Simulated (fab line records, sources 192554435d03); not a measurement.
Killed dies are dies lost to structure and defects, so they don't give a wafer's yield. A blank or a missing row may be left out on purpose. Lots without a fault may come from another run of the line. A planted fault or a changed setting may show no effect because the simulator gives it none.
One fault seen from 2 desks | flow n5_finfet | each desk has only its own numbers; what lay behind them comes last

THE TOOL OWNER'S DESK: rie_diel-04
The tool's own readings at N5_BEOL_M10_ETCH_61 (etches SiARC in CF4, target depth 39 nm, time 65 s): means of the sampled wafers that have a number, for each lot that ran on this tool. A lot is out of limits, marked OUT, if its mean lies more than 4 standard deviations from the usual mean; the brackets give that distance.
Columns: A = drypump_motor_current_A at N5_BEOL_M10_ETCH_61, usual 5.5 A; B = etch_rf_on_time_s at N5_BEOL_M10_ETCH_61, usual 64.9 s; C = oes_product_au at N5_BEOL_M10_ETCH_61, usual 0.71 a.u.; D = rf_vpp_V at N5_BEOL_M10_ETCH_61, usual 184.0 V; E = showerhead_plenum_p_Torr at N5_BEOL_M10_ETCH_61, usual 2.12 Torr; F = throttle_valve_pct at N5_BEOL_M10_ETCH_61, usual 15.50 %
lot  | first seen here | A   | B               | C    | D     | E    | F
L940 | day 10 11:04    | 5.4 | 64.6            | 0.78 | 183.9 | 2.09 | 15.31
L946 | day 12 15:11    | 5.3 | 63.6            | 0.71 | 184.6 | 2.12 | 15.61
L948 | day 13 01:31    | 5.5 | 64.1            | 0.69 | 184.0 | 2.14 | 15.75
L959 | day 15 16:28    | 5.6 | 54.3 (-9.6) OUT | 0.79 | 183.6 | 2.07 | 15.38
This desk's finding: out of limits on L959; first on L959, day 15 16:28 (etch_rf_on_time_s at N5_BEOL_M10_ETCH_61). In limits: L940, L946, L948.

THE DEFECT DESK
What the inspections along the route counted, lot by lot: means of the sampled wafers that have a number. A lot is out of limits, marked OUT, if its mean lies more than 4 standard deviations from the usual mean; the brackets give that distance.
Columns: A = raw_defect_count at N5_BEOL_M10_INSPECT_13, usual 418
lot  | first seen here | A
L940 | day 10 10:53    | 346
L939 | day 10 13:34    | 438
L941 | day 11 12:07    | 449
L944 | day 11 22:32    | 567
L945 | day 12 06:16    | 646
L943 | day 12 09:44    | 414
L946 | day 12 14:25    | 432
L949 | day 13 01:17    | 381
L948 | day 13 01:27    | 340
L947 | day 13 03:40    | 435
L959 | day 15 16:23    | 332
L960 | day 16 15:37    | 450
This desk's finding: nothing out of limits on any of the 12 lots.

PUT TOGETHER
The tool owner's desk could have raised an alarm at day 15 16:28, on L959.
The defect desk saw nothing out of limits.
The defect desk has L959 on record, within its limits.
Of the lots named, all ran N5_BEOL_M10_ETCH_61 on rie_diel-04.

WHAT THE SIMULATOR HAD PUT IN
Process parameter drift: rie_diel-04, from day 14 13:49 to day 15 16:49, at N5_BEOL_M10_ETCH_61. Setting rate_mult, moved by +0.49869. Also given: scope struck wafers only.
Lots struck among those shown: L959.
Hours from the fault's start to each desk's first reading out of limits: the tool owner's desk, 27.
